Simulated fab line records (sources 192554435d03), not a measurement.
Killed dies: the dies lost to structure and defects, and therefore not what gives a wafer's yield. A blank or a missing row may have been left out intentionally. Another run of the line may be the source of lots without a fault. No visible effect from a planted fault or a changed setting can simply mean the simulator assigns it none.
Problem report, 8D (eight disciplines) form, completed by code ; flow n5_finfet ; the parts of the form that need people (team, actions taken, sign-off) are left out

1. WHAT IS WRONG
Wafers without a fault read 1500.0 rpm, standard deviation 1; spin_speed_rpm at N5_BEOL_M0_SAQP_COAT_72 reads a mean of 1440.8 rpm on 6 wafers belonging to 2 lots. Relative to the usual mean, that is a shift of -59 standard deviations.
The step: time 60 s, resist thk 15 nm.
Seen first at day 8 09:10 on litho_track-05, wafer L176.1. The record has a number at this step for 28 wafers belonging to 11 lots. By rule, "out" or "out of limits" means more than 4 standard deviations away from the usual mean. The other wafers with a number count as sound.

2. WHAT IT IS, AND WHAT IT ISN'T
question;is;is not
which readings at this step;spin_speed_rpm;-
which lots;L176, L179;L169, L181, L183, L184, L185, L186, L187, L188, L189
which wafers of those lots;all that have a number;-
read on which tools;litho_track-05;litho_track-02, litho_track-03
when;from day 8 09:10;"up to then (3 sound wafers); but 19 sound wafers of L181, L183, L184, L185, L186, L187, L188, L189 came after"

3. SUSPECTS, AND WHAT RULES EACH OUT
Counting: any tool at a process step up to the reading is kept as a suspect provided that every lot that is out went through it and no sound lot did after the first of them.
- litho_track-05 at N5_BEOL_M0_SAQP_COAT_72 (time 60 s, resist thk 15 nm): ruled out as a lasting fault. After its first lot that is out, L176 (day 8 09:10), sound lots L189 ran on it.
Left after counting: nothing in the record.

4. THE CAUSE (what the simulator had put in)
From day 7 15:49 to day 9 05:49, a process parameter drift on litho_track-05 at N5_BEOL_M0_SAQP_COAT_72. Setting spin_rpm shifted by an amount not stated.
Counting ruled it out, wrongly.

5. THE CHAIN OF EFFECTS, in route order
One row per reading whose mean, taken over the struck wafers that have a number, lies over 3 standard deviations from the usual. Scope: only readings with a usual standard deviation given in the record; hours: median across lots of the time from each lot's start at the first step in this table that gives one to its start at this step; sigmas: change in usual standard deviations.
hours;step;reading;usual;on struck wafers;change;sigmas
0;N5_BEOL_M0_SAQP_COAT_72;spin_speed_rpm;1500.0 rpm;1440.8;-59.2;-59
Process steps it contains:
- N5_BEOL_M0_SAQP_COAT_72: time 60 s, resist thk 15 nm.
At these later measuring or inspecting steps, every struck wafer for which the step has a row has a number for every such reading, and none has moved that far: N5_BEOL_M4_RC_MEAS_101.

6. HOW IT WOULD HAVE BEEN CAUGHT EARLIER
In this record no reading fell out of limits until day 8 09:10, 17 hours after the fault had begun at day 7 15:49.
